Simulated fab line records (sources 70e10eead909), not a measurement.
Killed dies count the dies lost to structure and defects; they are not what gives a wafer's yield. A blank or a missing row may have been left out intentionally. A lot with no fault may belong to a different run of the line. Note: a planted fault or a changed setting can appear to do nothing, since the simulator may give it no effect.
fab line records / flow nandHarc
record: lots: 5 wafers: 15 lastDay: 31
route steps=1302 shown A_BONDPAD@1208
lots that met no fault: from a run of the same line without faults
startH: the number of hours between the record's first day and the start of the first shown wafer of the lot / waitH: hours from the lot's prior step to this one / " repeats the value in the row above / L1.1+2: a single row standing in for several wafers / - value missing, or start not given / * or withheld: withheld / < > ~ a bound
route shown NAME@n: names a module that has steps shown in the file, with the first one's number in the route / usual: average and standard deviation across the fault-free wafers / same: alike in all rows / chamber/n: place in a boat / sites: each site's reading / _std_site: how widely they spread, as a standard deviation / _edge_site: mean of outer sites minus mean of inner sites / radiusMm: how far each site lies from the wafer's centre / mask NAME#n: copy n / behind: tool/chamber where the wafer was last shaped / hold: the reason the lot was held/the length of the hold in hours/how it ended / device: names the non-switching transistor (n, p or np) / end of line: tests run on the same wafers once the route is complete / step lacking rows: just its recipe / killed: not the wafer's yield, but the dies lost to structure and defects at the first sort / map: the dies of a wafer, with x for killed, . for not killed, _ for no die there
set.NAME: setting as actually run; set.NAME@STEP: the setting as run at that earlier step / model.NAME: the simulator's own value behind a step, which no gauge read
lots at some steps of the route; a table a step, a row a wafer
services: a tool's chamber out of use, with start hour (startH, from the record's first day; less than 0 if before it), hours out, and reason
== steps ==
step: NHARC_A_BONDPAD_COAT_33
recipe: tempC: 200 timeS: 65
step: NHARC_A_BONDPAD_COAT_03
recipe: spinRpm: 2000 resistThkNm: 600
step: NHARC_A_BONDPAD_SOFTBAKE_04
recipe: tempC: 125 timeS: 70
step: NHARC_A_BONDPAD_EBR_05
step: NHARC_A_BONDPAD_EXPOSE_06
recipe: na: 0.55 doseMj: 36.99 maskId: A_BPAD
step: NHARC_A_BONDPAD_PEB_07
recipe: pebTempC: 128 pebTimeS: 80
step: NHARC_A_BONDPAD_DEVELOP_08
recipe: timeS: 50 devTempC: 22
step: NHARC_A_BONDPAD_CD_MEAS_09
recipe: targetCdNm: 500 landingEnergyEv: 500
usual: cdNm: 500.2/1.9
lot.wafer=L917.3 tool=cdSem-03 chamber=0 startH=517.24 waitH=- cdNm=499.1
lot.wafer=L917.5 tool=cdSem-03 chamber=0 startH=517.24 waitH=- cdNm=501.9
lot.wafer=L917.6 tool=cdSem-03 chamber=0 startH=517.24 waitH=- cdNm=500.0
lot.wafer=L921.2 tool=cdSem-02 chamber=0 startH=562.81 waitH=- cdNm=501.7
lot.wafer=L921.4 tool=cdSem-02 chamber=0 startH=562.81 waitH=- cdNm=496.0
lot.wafer=L921.6 tool=cdSem-02 chamber=0 startH=562.81 waitH=- cdNm=499.6
lot.wafer=L925.2 tool=cdSem-02 chamber=0 startH=605.58 waitH=- cdNm=500.5
lot.wafer=L925.3 tool=cdSem-02 chamber=0 startH=605.58 waitH=- cdNm=502.4
lot.wafer=L925.5 tool=cdSem-02 chamber=0 startH=605.58 waitH=- cdNm=502.3
lot.wafer=L934.1 tool=cdSem-02 chamber=0 startH=703.77 waitH=- cdNm=501.9
lot.wafer=L934.2 tool=cdSem-02 chamber=0 startH=703.77 waitH=- cdNm=500.0
lot.wafer=L934.5 tool=cdSem-02 chamber=0 startH=703.77 waitH=- cdNm=499.0
lot.wafer=L936.4 tool=cdSem-02 chamber=0 startH=714.96 waitH=- cdNm=502.3
lot.wafer=L936.5 tool=cdSem-02 chamber=0 startH=714.96 waitH=- cdNm=499.9
lot.wafer=L936.6 tool=cdSem-02 chamber=0 startH=714.96 waitH=- cdNm=499.8
step: NHARC_A_BONDPAD_OVL_MEAS_35
usual: overlayXNm: -1/5.7 overlayYNm: -2/4.9
lot.wafer=L917.3 tool=overlay-02 chamber=- startH=517.32 waitH=- overlayXNm=-2 overlayYNm=2
lot.wafer=L917.5 tool=overlay-02 chamber=- startH=517.32 waitH=- overlayXNm=-2 overlayYNm=2
lot.wafer=L917.6 tool=overlay-02 chamber=- startH=517.32 waitH=- overlayXNm=-2 overlayYNm=2
lot.wafer=L921.2 tool=overlay-02 chamber=- startH=562.89 waitH=- overlayXNm=-6 overlayYNm=-3
lot.wafer=L921.4 tool=overlay-02 chamber=- startH=562.89 waitH=- overlayXNm=-7 overlayYNm=-3
lot.wafer=L921.6 tool=overlay-02 chamber=- startH=562.89 waitH=- overlayXNm=-7 overlayYNm=-2
lot.wafer=L925.2 tool=overlay-01 chamber=- startH=605.67 waitH=- overlayXNm=-9 overlayYNm=4
lot.wafer=L925.3 tool=overlay-01 chamber=- startH=605.67 waitH=- overlayXNm=-9 overlayYNm=4
lot.wafer=L925.5 tool=overlay-01 chamber=- startH=605.67 waitH=- overlayXNm=-8 overlayYNm=4
lot.wafer=L934.1 tool=overlay-01 chamber=- startH=703.86 waitH=- overlayXNm=6 overlayYNm=-7
lot.wafer=L934.2 tool=overlay-01 chamber=- startH=703.86 waitH=- overlayXNm=5 overlayYNm=-6
lot.wafer=L934.5 tool=overlay-01 chamber=- startH=703.86 waitH=- overlayXNm=6 overlayYNm=-6
lot.wafer=L936.4 tool=overlay-01 chamber=- startH=715.05 waitH=- overlayXNm=-7 overlayYNm=-5
lot.wafer=L936.5 tool=overlay-01 chamber=- startH=715.05 waitH=- overlayXNm=-7 overlayYNm=-5
lot.wafer=L936.6 tool=overlay-01 chamber=- startH=715.05 waitH=- overlayXNm=-7 overlayYNm=-5
step: NHARC_A_BONDPAD_HARDBAKE_10
recipe: tempC: 118 timeS: 65
step: NHARC_A_BONDPAD_DESCUM_11
recipe: timeS: 3 o2FlowSccm: 200 arFlowSccm: 0 biasPowerW: 0 chemistry: O2
usual: drypumpMotorCurrentA: 5.7/0.48 oesProductAu: 1.002/0.0096 rfVppV: 57.8/0.88 showerheadPlenumPTorr: 1.89/0.1 throttleValvePct: 11.312/0.0085
lot.wafer=L917.3 tool=rieDiel-03 chamber=0 startH=517.47 waitH=- drypumpMotorCurrentA=6.2 oesProductAu=0.981 rfHoursCounterH=2 rfVppV=57.9 showerheadPlenumPTorr=1.84 throttleValvePct=11.310
lot.wafer=L917.5 tool=rieDiel-03 chamber=1 startH=517.47 waitH=- drypumpMotorCurrentA=5.2 oesProductAu=1.020 rfHoursCounterH=- rfVppV=55.8 showerheadPlenumPTorr=1.78 throttleValvePct=11.309
lot.wafer=L917.6 tool=rieDiel-03 chamber=2 startH=517.47 waitH=- drypumpMotorCurrentA=5.0 oesProductAu=0.994 rfHoursCounterH=- rfVppV=57.3 showerheadPlenumPTorr=1.79 throttleValvePct=11.317
lot.wafer=L921.4 tool=rieDiel-05 chamber=2 startH=563.02 waitH=- drypumpMotorCurrentA=5.7 oesProductAu=0.984 rfHoursCounterH=24 rfVppV=58.6 showerheadPlenumPTorr=2.07 throttleValvePct=11.312
lot.wafer=L921.2 tool=rieDiel-05 chamber=3 startH=563.02 waitH=- drypumpMotorCurrentA=5.9 oesProductAu=0.990 rfHoursCounterH=22 rfVppV=56.8 showerheadPlenumPTorr=1.94 throttleValvePct=11.323
lot.wafer=L921.6 tool=rieDiel-05 chamber=2 startH=563.02 waitH=- drypumpMotorCurrentA=5.7 oesProductAu=0.989 rfHoursCounterH=- rfVppV=57.5 showerheadPlenumPTorr=2.07 throttleValvePct=11.322
lot.wafer=L925.2 tool=rieDiel-05 chamber=0 startH=605.80 waitH=- drypumpMotorCurrentA=5.4 oesProductAu=1.010 rfHoursCounterH=1 rfVppV=58.3 showerheadPlenumPTorr=2.03 throttleValvePct=11.303
lot.wafer=L925.3 tool=rieDiel-05 chamber=3 startH=605.80 waitH=- drypumpMotorCurrentA=5.8 oesProductAu=1.013 rfHoursCounterH=1 rfVppV=57.4 showerheadPlenumPTorr=1.94 throttleValvePct=11.317
lot.wafer=L925.5 tool=rieDiel-05 chamber=0 startH=605.80 waitH=- drypumpMotorCurrentA=5.4 oesProductAu=1.013 rfHoursCounterH=- rfVppV=58.3 showerheadPlenumPTorr=2.03 throttleValvePct=11.328
lot.wafer=L934.2 tool=rieDiel-03 chamber=2 startH=703.99 waitH=- drypumpMotorCurrentA=5.0 oesProductAu=1.003 rfHoursCounterH=2 rfVppV=57.1 showerheadPlenumPTorr=1.79 throttleValvePct=11.301
lot.wafer=L934.1 tool=rieDiel-03 chamber=0 startH=703.99 waitH=- drypumpMotorCurrentA=6.2 oesProductAu=0.991 rfHoursCounterH=2 rfVppV=57.9 showerheadPlenumPTorr=1.84 throttleValvePct=11.306
lot.wafer=L934.5 tool=rieDiel-03 chamber=2 startH=703.99 waitH=- drypumpMotorCurrentA=5.0 oesProductAu=1.000 rfHoursCounterH=- rfVppV=57.9 showerheadPlenumPTorr=1.79 throttleValvePct=11.322
lot.wafer=L936.4 tool=rieDiel-03 chamber=0 startH=715.20 waitH=- drypumpMotorCurrentA=6.2 oesProductAu=0.988 rfHoursCounterH=2 rfVppV=55.5 showerheadPlenumPTorr=1.84 throttleValvePct=11.309
lot.wafer=L936.5 tool=rieDiel-03 chamber=1 startH=715.20 waitH=- drypumpMotorCurrentA=5.3 oesProductAu=1.005 rfHoursCounterH=- rfVppV=57.5 showerheadPlenumPTorr=1.78 throttleValvePct=11.306
lot.wafer=L936.6 tool=rieDiel-03 chamber=2 startH=715.20 waitH=- drypumpMotorCurrentA=5.0 oesProductAu=0.998 rfHoursCounterH=- rfVppV=58.0 showerheadPlenumPTorr=1.79 throttleValvePct=11.322
step: NHARC_A_BONDPAD_ETCH_34
recipe: targetDepthA: 600 overetchA: 180 timeS: 65.91 ionEnergyEv: 200 n2FlowSccm: 150 h2FlowSccm: 150 arFlowSccm: 0 rfW: 400 biasW: 150 chemistry: N2/H2
usual: drypumpMotorCurrentA: 5.7/0.47 oesProductAu: 1.002/0.0092 rfVppV: 430/3.2 showerheadPlenumPTorr: 2.01/0.11 throttleValvePct: 14.172/0.0094
lot.wafer=L917.3 tool=rieDiel-03 chamber=0 startH=517.54 waitH=0.1 drypumpMotorCurrentA=6.2 oesProductAu=0.984 rfHoursCounterH=2 rfVppV=430 showerheadPlenumPTorr=1.96 throttleValvePct=14.177
lot.wafer=L917.6 tool=rieDiel-03 chamber=3 startH=517.54 waitH=0.1 drypumpMotorCurrentA=5.7 oesProductAu=1.008 rfHoursCounterH=- rfVppV=429 showerheadPlenumPTorr=1.96 throttleValvePct=14.180
lot.wafer=L917.5 tool=rieDiel-03 chamber=0 startH=517.54 waitH=0.1 drypumpMotorCurrentA=6.2 oesProductAu=0.994 rfHoursCounterH=- rfVppV=429 showerheadPlenumPTorr=1.96 throttleValvePct=14.170
lot.wafer=L921.4 tool=rieDiel-05 chamber=1 startH=563.10 waitH=0.1 drypumpMotorCurrentA=6.6 oesProductAu=0.986 rfHoursCounterH=18 rfVppV=434 showerheadPlenumPTorr=2.15 throttleValvePct=14.164
lot.wafer=L921.2 tool=rieDiel-05 chamber=3 startH=563.10 waitH=0.1 drypumpMotorCurrentA=5.9 oesProductAu=0.985 rfHoursCounterH=22 rfVppV=432 showerheadPlenumPTorr=2.07 throttleValvePct=14.186
lot.wafer=L921.6 tool=rieDiel-05 chamber=1 startH=563.10 waitH=0.1 drypumpMotorCurrentA=6.6 oesProductAu=0.998 rfHoursCounterH=- rfVppV=434 showerheadPlenumPTorr=2.15 throttleValvePct=14.160
lot.wafer=L925.3 tool=rieDiel-05 chamber=1 startH=605.88 waitH=0.1 drypumpMotorCurrentA=6.6 oesProductAu=1.005 rfHoursCounterH=1 rfVppV=435 showerheadPlenumPTorr=2.15 throttleValvePct=14.185
lot.wafer=L925.2 tool=rieDiel-05 chamber=3 startH=605.88 waitH=0.1 drypumpMotorCurrentA=5.9 oesProductAu=0.996 rfHoursCounterH=1 rfVppV=432 showerheadPlenumPTorr=2.07 throttleValvePct=14.175
lot.wafer=L925.5 tool=rieDiel-05 chamber=1 startH=605.88 waitH=0.1 drypumpMotorCurrentA=6.6 oesProductAu=1.006 rfHoursCounterH=- rfVppV=434 showerheadPlenumPTorr=2.15 throttleValvePct=14.158
lot.wafer=L934.2 tool=rieDiel-03 chamber=1 startH=704.07 waitH=0.1 drypumpMotorCurrentA=5.3 oesProductAu=0.986 rfHoursCounterH=2 rfVppV=427 showerheadPlenumPTorr=1.89 throttleValvePct=14.171
lot.wafer=L934.1 tool=rieDiel-03 chamber=2 startH=704.07 waitH=0.1 drypumpMotorCurrentA=5.0 oesProductAu=1.005 rfHoursCounterH=2 rfVppV=427 showerheadPlenumPTorr=1.91 throttleValvePct=14.174
lot.wafer=L934.5 tool=rieDiel-03 chamber=1 startH=704.07 waitH=0.1 drypumpMotorCurrentA=5.3 oesProductAu=0.995 rfHoursCounterH=- rfVppV=427 showerheadPlenumPTorr=1.89 throttleValvePct=14.161
lot.wafer=L936.4 tool=rieDiel-03 chamber=0 startH=715.26 waitH=0.1 drypumpMotorCurrentA=6.2 oesProductAu=1.002 rfHoursCounterH=2 rfVppV=430 showerheadPlenumPTorr=1.96 throttleValvePct=14.162
lot.wafer=L936.6 tool=rieDiel-03 chamber=0 startH=715.26 waitH=0.1 drypumpMotorCurrentA=6.2 oesProductAu=0.992 rfHoursCounterH=- rfVppV=428 showerheadPlenumPTorr=1.96 throttleValvePct=14.182
lot.wafer=L936.5 tool=rieDiel-03 chamber=1 startH=715.26 waitH=0.1 drypumpMotorCurrentA=5.2 oesProductAu=0.994 rfHoursCounterH=- rfVppV=426 showerheadPlenumPTorr=1.89 throttleValvePct=14.155
step: NHARC_A_BONDPAD_ETCH_12
recipe: targetDepthA: 2200 timeS: 110 chf3FlowSccm: 50 o2FlowSccm: 10 arFlowSccm: 200 rfW: 500 biasW: 200 chemistry: CHF3/O2
usual: drypumpMotorCurrentA: 5.7/0.47 oesProductAu: 0.953/0.022 rfVppV: 369.8/2.8 showerheadPlenumPTorr: 2.37/0.12 throttleValvePct: 20.573/0.0096
lot.wafer=L917.3 tool=rieDiel-03 chamber=2 startH=517.65 waitH=- drypumpMotorCurrentA=5.0 oesProductAu=0.935 rfHoursCounterH=2 rfVppV=366.8 showerheadPlenumPTorr=2.26 throttleValvePct=20.546
lot.wafer=L917.5 tool=rieDiel-03 chamber=3 startH=517.65 waitH=- drypumpMotorCurrentA=5.7 oesProductAu=0.953 rfHoursCounterH=- rfVppV=366.7 showerheadPlenumPTorr=2.31 throttleValvePct=20.566
lot.wafer=L917.6 tool=rieDiel-03 chamber=0 startH=517.65 waitH=- drypumpMotorCurrentA=6.2 oesProductAu=0.939 rfHoursCounterH=- rfVppV=368.9 showerheadPlenumPTorr=2.31 throttleValvePct=20.572
lot.wafer=L921.4 tool=rieDiel-05 chamber=1 startH=563.20 waitH=- drypumpMotorCurrentA=6.6 oesProductAu=0.908 rfHoursCounterH=18 rfVppV=372.8 showerheadPlenumPTorr=2.53 throttleValvePct=20.576
lot.wafer=L921.2 tool=rieDiel-05 chamber=2 startH=563.20 waitH=- drypumpMotorCurrentA=5.7 oesProductAu=0.918 rfHoursCounterH=24 rfVppV=375.1 showerheadPlenumPTorr=2.59 throttleValvePct=20.578
lot.wafer=L921.6 tool=rieDiel-05 chamber=1 startH=563.20 waitH=- drypumpMotorCurrentA=6.6 oesProductAu=0.920 rfHoursCounterH=- rfVppV=371.8 showerheadPlenumPTorr=2.53 throttleValvePct=20.563
lot.wafer=L925.2 tool=rieDiel-05 chamber=0 startH=605.98 waitH=- drypumpMotorCurrentA=5.5 oesProductAu=0.878 rfHoursCounterH=1 rfVppV=373.9 showerheadPlenumPTorr=2.54 throttleValvePct=20.563
lot.wafer=L925.3 tool=rieDiel-05 chamber=2 startH=605.98 waitH=- drypumpMotorCurrentA=5.7 oesProductAu=0.985 rfHoursCounterH=1 rfVppV=374.1 showerheadPlenumPTorr=2.59 throttleValvePct=20.581
lot.wafer=L925.5 tool=rieDiel-05 chamber=3 startH=605.98 waitH=- drypumpMotorCurrentA=5.8 oesProductAu=0.979 rfHoursCounterH=- rfVppV=372.1 showerheadPlenumPTorr=2.44 throttleValvePct=20.571
lot.wafer=L934.1 tool=rieDiel-03 chamber=0 startH=704.18 waitH=- drypumpMotorCurrentA=6.2 oesProductAu=0.965 rfHoursCounterH=2 rfVppV=368.6 showerheadPlenumPTorr=2.31 throttleValvePct=20.566
lot.wafer=L934.2 tool=rieDiel-03 chamber=1 startH=704.18 waitH=- drypumpMotorCurrentA=5.3 oesProductAu=0.951 rfHoursCounterH=2 rfVppV=367.8 showerheadPlenumPTorr=2.24 throttleValvePct=20.575
lot.wafer=L934.5 tool=rieDiel-03 chamber=3 startH=704.18 waitH=- drypumpMotorCurrentA=5.7 oesProductAu=0.990 rfHoursCounterH=- rfVppV=369.1 showerheadPlenumPTorr=2.31 throttleValvePct=20.559
lot.wafer=L936.4 tool=rieDiel-03 chamber=0 startH=715.36 waitH=- drypumpMotorCurrentA=6.2 oesProductAu=0.981 rfHoursCounterH=2 rfVppV=369.7 showerheadPlenumPTorr=2.31 throttleValvePct=20.565
lot.wafer=L936.6 tool=rieDiel-03 chamber=3 startH=715.36 waitH=- drypumpMotorCurrentA=5.7 oesProductAu=0.981 rfHoursCounterH=- rfVppV=367.9 showerheadPlenumPTorr=2.31 throttleValvePct=20.581
lot.wafer=L936.5 tool=rieDiel-03 chamber=0 startH=715.36 waitH=- drypumpMotorCurrentA=6.2 oesProductAu=0.961 rfHoursCounterH=- rfVppV=368.8 showerheadPlenumPTorr=2.31 throttleValvePct=20.586
step: NHARC_A_BONDPAD_CD_MEAS_13
usual: cdNm: 500.1/1.9
lot.wafer=L917.3 tool=cdSem-01 chamber=- startH=517.77 waitH=- cdNm=498.7
lot.wafer=L917.5 tool=cdSem-01 chamber=- startH=517.77 waitH=- cdNm=502.7
lot.wafer=L917.6 tool=cdSem-01 chamber=- startH=517.77 waitH=- cdNm=501.1
lot.wafer=L921.2 tool=cdSem-02 chamber=- startH=563.34 waitH=- cdNm=501.8
lot.wafer=L921.4 tool=cdSem-02 chamber=- startH=563.34 waitH=- cdNm=496.1
lot.wafer=L921.6 tool=cdSem-02 chamber=- startH=563.34 waitH=- cdNm=499.9
lot.wafer=L925.2 tool=cdSem-03 chamber=- startH=606.11 waitH=- cdNm=501.1
lot.wafer=L925.3 tool=cdSem-03 chamber=- startH=606.11 waitH=- cdNm=502.8
lot.wafer=L925.5 tool=cdSem-03 chamber=- startH=606.11 waitH=- cdNm=502.9
lot.wafer=L934.1 tool=cdSem-01 chamber=- startH=704.30 waitH=- cdNm=502.0
lot.wafer=L934.2 tool=cdSem-01 chamber=- startH=704.30 waitH=- cdNm=500.0
lot.wafer=L934.5 tool=cdSem-01 chamber=- startH=704.30 waitH=- cdNm=498.8
lot.wafer=L936.4 tool=cdSem-01 chamber=- startH=715.50 waitH=- cdNm=502.6
lot.wafer=L936.5 tool=cdSem-01 chamber=- startH=715.50 waitH=- cdNm=500.4
lot.wafer=L936.6 tool=cdSem-01 chamber=- startH=715.50 waitH=- cdNm=499.9
== services ==
tool=rieDiel-03 chamber=0 startH=516.34 hours=- kind=clean
tool=rieDiel-03 chamber=1 startH=516.34 hours=- kind=clean
tool=rieDiel-03 chamber=2 startH=516.34 hours=- kind=clean
tool=rieDiel-03 chamber=3 startH=516.34 hours=- kind=clean
tool=rieDiel-03 chamber=0 startH=540.84 hours=- kind=clean
tool=rieDiel-03 chamber=1 startH=540.84 hours=- kind=clean
tool=rieDiel-03 chamber=2 startH=540.84 hours=- kind=clean
tool=rieDiel-03 chamber=3 startH=540.84 hours=- kind=clean
tool=rieDiel-05 chamber=- startH=552.11 hours=0.1 kind=repair
tool=rieDiel-03 chamber=0 startH=565.34 hours=- kind=clean
tool=rieDiel-03 chamber=1 startH=565.34 hours=- kind=clean
tool=rieDiel-03 chamber=2 startH=565.34 hours=- kind=clean
tool=rieDiel-03 chamber=3 startH=565.34 hours=- kind=clean
tool=rieDiel-05 chamber=- startH=583.82 hours=9.0 kind=pm
tool=rieDiel-03 chamber=0 startH=589.84 hours=- kind=clean
tool=rieDiel-03 chamber=1 startH=589.84 hours=- kind=clean
tool=rieDiel-03 chamber=2 startH=589.84 hours=- kind=clean
tool=rieDiel-03 chamber=3 startH=589.84 hours=- kind=clean
tool=rieDiel-03 chamber=2 startH=601.13 hours=2.0 kind=repair
tool=rieDiel-03 chamber=0 startH=614.34 hours=- kind=clean
tool=rieDiel-03 chamber=1 startH=614.34 hours=- kind=clean
tool=rieDiel-03 chamber=2 startH=614.34 hours=- kind=clean
tool=rieDiel-03 chamber=- startH=635.30 hours=9.0 kind=pm
tool=rieDiel-05 chamber=1 startH=666.27 hours=8.2 kind=repair
== key ==
firstSign: step: NHARC_A_BONDPAD_ETCH_12 reading: oesProductAu direction: down sigmas: 3.5 usual: 0.953 struck: 0.878
effect none on later readings
metAt NHARC_A_BONDPAD_ETCH_12
struckWafers L925.2
laterRowsLeftOut L925.2
sortLeftOut L925.2
fault: kind: processParameterDrift tool: rieDiel-05 chamber: 0 onsetH: 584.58 steps: NHARC_A_BONDPAD_ETCH_12 channel: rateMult offset: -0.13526 shape: step endH: 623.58
sortLeftOut: the simulated sort isn't trusted on such a fault, so these wafers' sort isn't shown, and their yield isn't known
laterRowsLeftOut: the simulator's readings of these wafers behind a module that went badly wrong aren't trusted and aren't shown, but for the sort
